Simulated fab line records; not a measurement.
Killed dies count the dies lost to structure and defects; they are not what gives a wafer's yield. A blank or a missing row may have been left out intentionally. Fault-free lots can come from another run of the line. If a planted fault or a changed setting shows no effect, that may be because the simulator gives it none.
What tool caused it?	flow nand_harc	72 wafers from 24 lots sampled at 6 of the route's 1159 steps

WHAT THE GAUGES READ, wafer by wafer
No reading from a measuring or inspecting step in the record can be judged against a usual standard deviation.

TOOL THAT RAN EACH LOT (tool first, then ch and the chambers of the sampled wafers, then the start)
lot	NHARC_A_STAIRCASE_ETCH_13	NHARC_A_STAIRCASE_TRIM_26	NHARC_A_STAIRCASE_ETCH_188	NHARC_A_STAIRCASE_ETCH_223	NHARC_A_STAIRCASE_ETCH_227	NHARC_A_STAIRCASE_TRIM_235
L075	rie_diel-01 ch 0,2, no start	rie_diel-01 ch 0,1,2, no start	rie_diel-01 ch 0,1,3, no start	rie_diel-08 ch 0,1, no start	rie_diel-08 ch 0,2, no start	rie_diel-08 ch 0,2,3, no start
L074	rie_diel-09 ch 1,2, no start	rie_diel-01 ch 0,1, no start	rie_diel-01 ch 0,1,2, no start	rie_diel-01 ch 0,1,3, no start	rie_diel-01 ch 0,2,3, no start	rie_diel-01 ch 1,2,3, no start
L077	rie_diel-09 ch 0,1,3, no start	rie_diel-09 ch 0,1, no start	rie_diel-01 ch 0,2,3, no start	rie_diel-01 ch 0,2,3, no start	rie_diel-01 ch 1,2,3, no start	rie_diel-01 ch 1,2,3, no start
L076	rie_diel-08 ch 1,2, no start	rie_diel-08 ch 1,2,3, no start	rie_diel-01 ch 0,3, no start	rie_diel-01 ch 1,2,3, no start	rie_diel-01 ch 2,3, no start	rie_diel-08 ch 0,1,2, no start
L078	rie_diel-08 ch 1,2, no start	rie_diel-08 ch 1,2,3, no start	rie_diel-08 ch 0,1,2, no start	rie_diel-09 ch 0,1,3, no start	rie_diel-09 ch 0,1, no start	rie_diel-09 ch 0,1,3, no start
L079	rie_diel-09 ch 0,1,2, no start	rie_diel-09 ch 0,1, no start	rie_diel-08 ch 2,3, no start	rie_diel-08 ch 0,1, no start	rie_diel-08 ch 0,2,3, no start	rie_diel-01 ch 0,1,2, no start
L080	rie_diel-09 ch 0,1,2, no start	rie_diel-08 ch 0,1,2, no start	rie_diel-08 ch 0,1,3, no start	rie_diel-01 ch 0,1,3, no start	rie_diel-01 ch 0,1,2, no start	rie_diel-01 ch 0,2,3, no start
L081	rie_diel-08 ch 0,1,3, no start	rie_diel-08 ch 0,3, no start	rie_diel-08 ch 0,1,3, no start	rie_diel-09 ch 0,1,2, no start	rie_diel-09 ch 1,2, no start	rie_diel-01 ch 0,3, no start
L082	rie_diel-09 ch 0,1, no start	rie_diel-08 ch 0,1,3, no start	rie_diel-08 ch 0,3, no start	rie_diel-01 ch 0,1,3, no start	rie_diel-01 ch 0,1,3, no start	rie_diel-01 ch 1,2, no start
L084	rie_diel-09 ch 1,2,3, no start	rie_diel-08 ch 0,3, no start	rie_diel-08 ch 1,3, no start	rie_diel-09 ch 1,3, no start	rie_diel-09 ch 1,3, no start	rie_diel-09 ch 0,1,2, no start
L083	rie_diel-01 ch 2,3, no start	rie_diel-09 ch 0,1,3, no start	rie_diel-01 ch 1,2,3, no start	rie_diel-09 ch 1,3, no start	rie_diel-09 ch 1,2, no start	rie_diel-09 ch 0,1, no start
L087	rie_diel-08 ch 0,1,2, no start	rie_diel-08 ch 0,1,3, no start	rie_diel-09 ch 0,2,3, no start	rie_diel-09 ch 0,1,2, no start	rie_diel-09 ch 0,1,3, no start	rie_diel-09 ch 1,2,3, no start
L086	rie_diel-09 ch 0,1,2, no start	rie_diel-08 ch 0,2,3, no start	rie_diel-09 ch 1,2,3, no start	rie_diel-01 ch 1,2,3, no start	rie_diel-01 ch 2,3, no start	rie_diel-08 ch 0,1,3, no start
L085	rie_diel-08 ch 2,3, no start	rie_diel-09 ch 1,2,3, no start	rie_diel-08 ch 1,2,3, no start	rie_diel-08 ch 0,3, no start	rie_diel-08 ch 0,1,3, no start	rie_diel-08 ch 0,1, no start
L088	rie_diel-09 ch 0,1,2, no start	rie_diel-01 ch 0,2,3, no start	rie_diel-09 ch 0,1,3, no start	rie_diel-08 ch 0,2,3, no start	rie_diel-08 ch 0,2,3, no start	rie_diel-08 ch 1,2,3, no start
L089	rie_diel-09 ch 1,3, no start	rie_diel-08 ch 2,3, no start	rie_diel-01 ch 1,3, no start	rie_diel-01 ch 1,2, no start	rie_diel-01 ch 0,1,2, no start	rie_diel-08 ch 0,2, no start
L090	rie_diel-08 ch 0,1,3, no start	rie_diel-09 ch 1,2,3, no start	rie_diel-01 ch 0,1, no start	rie_diel-01 ch 0,1,2, no start	rie_diel-01 ch 1,2, no start	rie_diel-01 ch 1,2, no start
L091	rie_diel-09 ch 2,3, no start	rie_diel-09 ch 0,2,3, no start	rie_diel-09 ch 2,3, no start	rie_diel-09 ch 0,3, no start	rie_diel-09 ch 2,3, no start	rie_diel-09 ch 0,3, no start
L092	rie_diel-08 ch 0,2,3, no start	rie_diel-08 ch 1,2,3, no start	rie_diel-08 ch 0,1,2, no start	rie_diel-08 ch 0,1,2, no start	rie_diel-08 ch 1,2,3, no start	rie_diel-09 ch 0,2,3, no start
L093	rie_diel-08 ch 0,1,3, no start	rie_diel-01 ch 1,3, no start	rie_diel-01 ch 0,2,3, no start	rie_diel-09 ch 0,2, no start	rie_diel-09 ch 0,1,2, no start	rie_diel-01 ch 0,2,3, no start
L096	rie_diel-01 ch 0,1, no start	rie_diel-08 ch 0,1,2, no start	rie_diel-09 ch 0,1,3, no start	rie_diel-09 ch 1,2, no start	rie_diel-09 ch 0,1,3, no start	rie_diel-01 ch 0,1,3, no start
L094	rie_diel-08 ch 1,2,3, no start	rie_diel-08 ch 1,2,3, no start	rie_diel-08 ch 0,1,2, no start	rie_diel-09 ch 0,3, no start	rie_diel-09 ch 1,3, no start	rie_diel-09 ch 0,2, no start
L095	rie_diel-08 ch 0,1,3, no start	rie_diel-08 ch 0,1,2, no start	rie_diel-08 ch 0,1,2, no start	rie_diel-08 ch 0,1, no start	rie_diel-08 ch 0,3, no start	rie_diel-08 ch 0,1, no start
L097	rie_diel-08 ch 0,3, no start	rie_diel-08 ch 1,3, no start	rie_diel-08 ch 1,3, no start	rie_diel-08 ch 0,2, no start	rie_diel-08 ch 0,3, no start	rie_diel-09 ch 0,2,3, no start
- NHARC_A_STAIRCASE_ETCH_13: etches the open film in C4F8/O2, target depth 100 nm, time 40.5 s.
- NHARC_A_STAIRCASE_TRIM_26: chemistry O2, time 211.2 s.
- NHARC_A_STAIRCASE_ETCH_188: etches the open film in C4F8/O2, target depth 100 nm, time 40.5 s.
- NHARC_A_STAIRCASE_ETCH_223: etches the open film in C4F8/O2, target depth 100 nm, time 40.5 s.
- NHARC_A_STAIRCASE_ETCH_227: etches the open film in C4F8/O2, target depth 100 nm, time 40.5 s.
- NHARC_A_STAIRCASE_TRIM_235: chemistry O2, time 211.2 s.

AS READ BY THE TOOLS THEMSELVES (means over the sampled wafers that have a number; for cases with no such wafer, the mark the record gives instead)
NHARC_A_STAIRCASE_ETCH_13. Usual: oes_product_au 0.933 a.u., standard deviation 0.013; rf_vpp_V 894 V, standard deviation 4.8.
lot	tool	oes_product_au (a.u.)	rf_vpp_V (V)	flag
L075	rie_diel-01	0.948	899	
L074	rie_diel-09	0.939	893	
L077	rie_diel-09	0.941	896	
L076	rie_diel-08	0.954	899	
L078	rie_diel-08	0.948	898	
L079	rie_diel-09	0.933	893	
L080	rie_diel-09	0.931	893	
L081	rie_diel-08	0.920	890	
L082	rie_diel-09	0.927	894	
L084	rie_diel-09	0.924	895	
L083	rie_diel-01	0.929	899	
L087	rie_diel-08	0.950	896	
L086	rie_diel-09	0.939	893	
L085	rie_diel-08	0.932	893	
L088	rie_diel-09	0.923	893	
L089	rie_diel-09	0.914	898	
L090	rie_diel-08	0.927	890	
L091	rie_diel-09	0.925	892	
L092	rie_diel-08	0.942	892	
L093	rie_diel-08	0.918	890	
L096	rie_diel-01	0.946	902	
L094	rie_diel-08	0.916	894	
L095	rie_diel-08	0.944	891	
L097	rie_diel-08	0.927	888	

NHARC_A_STAIRCASE_TRIM_26. Usual: drypump_motor_current_A 5.61 A, standard deviation 0.26; oes_product_au 0.994 a.u., standard deviation 0.01; rf_vpp_V 57.6 V, standard deviation 0.95; showerhead_plenum_p_Torr 3.48 Torr, standard deviation 0.14; throttle_valve_pct 17.037 %, standard deviation 0.0098.
lot	tool	drypump_motor_current_A (A)	oes_product_au (a.u.)	rf_vpp_V (V)	showerhead_plenum_p_Torr (Torr)	throttle_valve_pct (%)	flag
L075	rie_diel-01	5.63	0.994	57.6	3.65	17.039	
L074	rie_diel-01	5.54	0.996	57.9	3.62	17.039	
L077	rie_diel-09	5.38	0.997	57.7	3.51	17.045	
L076	rie_diel-08	5.60	1.003	58.2	3.49	17.052	
L078	rie_diel-08	5.59	1.001	56.2	3.48	17.032	
L079	rie_diel-09	5.13	1.002	58.6	3.49	17.028	
L080	rie_diel-08	5.61	0.998	57.9	3.49	17.035	
L081	rie_diel-08	5.80	0.981	57.6	3.34	17.030	
L082	rie_diel-08	5.69	0.994	57.0	3.39	17.041	
L084	rie_diel-08	5.80	0.984	56.6	3.33	17.033	
L083	rie_diel-09	5.54	0.992	57.7	3.53	17.034	
L087	rie_diel-08	5.68	0.992	56.5	3.38	17.039	
L086	rie_diel-08	5.70	0.986	57.6	3.43	17.037	
L085	rie_diel-09	5.75	0.996	56.9	3.51	17.041	
L088	rie_diel-01	5.44	0.996	57.6	3.59	17.048	
L089	rie_diel-08	5.70	0.988	57.4	3.42	17.034	
L090	rie_diel-09	5.74	0.993	58.6	3.50	17.042	
L091	rie_diel-09	5.52	0.996	57.4	3.47	17.040	
L092	rie_diel-08	5.59	1.000	57.7	3.47	17.033	
L093	rie_diel-01	5.21	1.000	58.3	3.68	17.041	
L096	rie_diel-08	5.61	0.999	58.4	3.48	17.042	
L094	rie_diel-08	5.61	0.992	58.4	3.46	17.040	
L095	rie_diel-08	5.62	0.995	57.8	3.47	17.043	
L097	rie_diel-08	5.66	0.993	57.6	3.36	17.033	

NHARC_A_STAIRCASE_ETCH_188. Usual: oes_product_au 0.935 a.u., standard deviation 0.012; rf_vpp_V 896 V, standard deviation 5.2.
lot	tool	oes_product_au (a.u.)	rf_vpp_V (V)	flag
L075	rie_diel-01	0.927	900	
L074	rie_diel-01	0.938	901	
L077	rie_diel-01	0.932	898	
L076	rie_diel-01	0.936	899	
L078	rie_diel-08	0.932	894	
L079	rie_diel-08	0.956	892	
L080	rie_diel-08	0.923	891	
L081	rie_diel-08	0.938	891	
L082	rie_diel-08	0.916	889	
L084	rie_diel-08	0.932	890	
L083	rie_diel-01	0.930	900	
L087	rie_diel-09	0.938	894	
L086	rie_diel-09	0.929	894	
L085	rie_diel-08	0.956	894	
L088	rie_diel-09	0.935	895	
L089	rie_diel-01	0.934	903	
L090	rie_diel-01	0.939	899	
L091	rie_diel-09	0.949	893	
L092	rie_diel-08	0.932	894	
L093	rie_diel-01	0.935	898	
L096	rie_diel-09	0.945	896	
L094	rie_diel-08	0.934	895	
L095	rie_diel-08	0.951	894	
L097	rie_diel-08	0.920	892	

NHARC_A_STAIRCASE_ETCH_223. Usual: oes_product_au 0.935 a.u., standard deviation 0.01; rf_vpp_V 896 V, standard deviation 4.8.
lot	tool	oes_product_au (a.u.)	rf_vpp_V (V)	flag
L075	rie_diel-08	0.928	894	
L074	rie_diel-01	0.923	901	
L077	rie_diel-01	0.934	899	
L076	rie_diel-01	0.937	901	
L078	rie_diel-09	0.934	897	
L079	rie_diel-08	0.927	893	
L080	rie_diel-01	0.936	900	
L081	rie_diel-09	0.934	894	
L082	rie_diel-01	0.933	900	
L084	rie_diel-09	0.923	898	
L083	rie_diel-09	0.926	896	
L087	rie_diel-09	0.938	893	
L086	rie_diel-01	0.940	901	
L085	rie_diel-08	0.940	888	
L088	rie_diel-08	0.936	892	
L089	rie_diel-01	0.943	901	
L090	rie_diel-01	0.935	899	
L091	rie_diel-09	0.935	895	
L092	rie_diel-08	0.955	894	
L093	rie_diel-09	0.942	891	
L096	rie_diel-09	0.930	891	
L094	rie_diel-09	0.940	895	
L095	rie_diel-08	0.924	889	
L097	rie_diel-08	0.930	896	

NHARC_A_STAIRCASE_ETCH_227. Usual: oes_product_au 0.940 a.u., standard deviation 0.012; rf_vpp_V 896 V, standard deviation 5.
lot	tool	oes_product_au (a.u.)	rf_vpp_V (V)	flag
L075	rie_diel-08	0.948	897	
L074	rie_diel-01	0.944	899	
L077	rie_diel-01	0.944	901	
L076	rie_diel-01	0.927	900	
L078	rie_diel-09	0.949	896	
L079	rie_diel-08	0.934	893	
L080	rie_diel-01	0.950	901	
L081	rie_diel-09	0.926	894	
L082	rie_diel-01	0.956	901	
L084	rie_diel-09	0.927	899	
L083	rie_diel-09	0.928	895	
L087	rie_diel-09	0.945	896	
L086	rie_diel-01	0.942	900	
L085	rie_diel-08	0.946	890	
L088	rie_diel-08	0.924	892	
L089	rie_diel-01	0.944	900	
L090	rie_diel-01	0.946	900	
L091	rie_diel-09	0.945	893	
L092	rie_diel-08	0.939	894	
L093	rie_diel-09	0.944	893	
L096	rie_diel-09	0.940	895	
L094	rie_diel-09	0.940	899	
L095	rie_diel-08	0.924	888	
L097	rie_diel-08	0.926	888	

NHARC_A_STAIRCASE_TRIM_235. Usual: drypump_motor_current_A 5.56 A, standard deviation 0.29; oes_product_au 0.996 a.u., standard deviation 0.009; rf_vpp_V 57.9 V, standard deviation 0.94; showerhead_plenum_p_Torr 3.53 Torr, standard deviation 0.14; throttle_valve_pct 17.036 %, standard deviation 0.0093.
lot	tool	drypump_motor_current_A (A)	oes_product_au (a.u.)	rf_vpp_V (V)	showerhead_plenum_p_Torr (Torr)	throttle_valve_pct (%)	flag
L075	rie_diel-08	5.73	0.995	58.4	3.44	17.028	
L074	rie_diel-01	5.44	1.002	58.8	3.69	17.047	
L077	rie_diel-01	5.45	1.004	58.5	3.68	17.030	
L076	rie_diel-08	5.61	1.000	57.3	3.49	17.029	
L078	rie_diel-09	5.52	0.997	57.6	3.54	17.041	
L079	rie_diel-01	5.61	0.998	58.1	3.64	17.037	
L080	rie_diel-01	5.43	0.998	57.8	3.60	17.028	
L081	rie_diel-01	5.31	1.000	58.4	3.57	17.031	
L082	rie_diel-01	5.70	1.002	58.0	3.66	17.037	
L084	rie_diel-09	5.37	0.998	57.7	3.45	17.028	
L083	rie_diel-09	5.39	1.002	57.9	3.50	17.039	
L087	rie_diel-09	5.75	0.986	57.7	3.50	17.048	
L086	rie_diel-08	5.68	0.996	57.8	3.38	17.041	
L085	rie_diel-08	5.54	0.998	57.3	3.43	17.028	
L088	rie_diel-08	5.59	1.001	58.1	3.47	17.034	
L089	rie_diel-08	5.62	1.000	58.5	3.53	17.038	
L090	rie_diel-01	5.67	0.989	58.2	3.65	17.031	
L091	rie_diel-09	5.31	0.995	57.9	3.50	17.036	
L092	rie_diel-09	5.53	0.995	56.4	3.47	17.035	
L093	rie_diel-01	5.41	1.004	57.6	3.58	17.025	
L096	rie_diel-01	5.40	1.002	58.5	3.63	17.027	
L094	rie_diel-09	5.39	0.996	58.5	3.39	17.035	
L095	rie_diel-08	5.57	0.985	58.2	3.42	17.035	
L097	rie_diel-09	5.52	0.984	57.6	3.46	17.037	

THE ANSWER, worked out from the rows above alone
Rule: a lot counts as off when the mean over its wafers that have a number is more than 3 standard deviations away from the usual mean. Also off: a lot with no number at a reading for which 4 or more lots have one. Where the step has rows for the other lots, those lots are counted as sound. Order of review: gauges by route order, followed by the tools' own readings, for which a lot's mean as printed above is used. At the first step where some lot is off, the reading lying furthest off is the one used; lots without a number count as furthest.
No lot is off on any of the readings shown, so nothing can be concluded from this.

WHAT THE SIMULATOR HAD INSERTED
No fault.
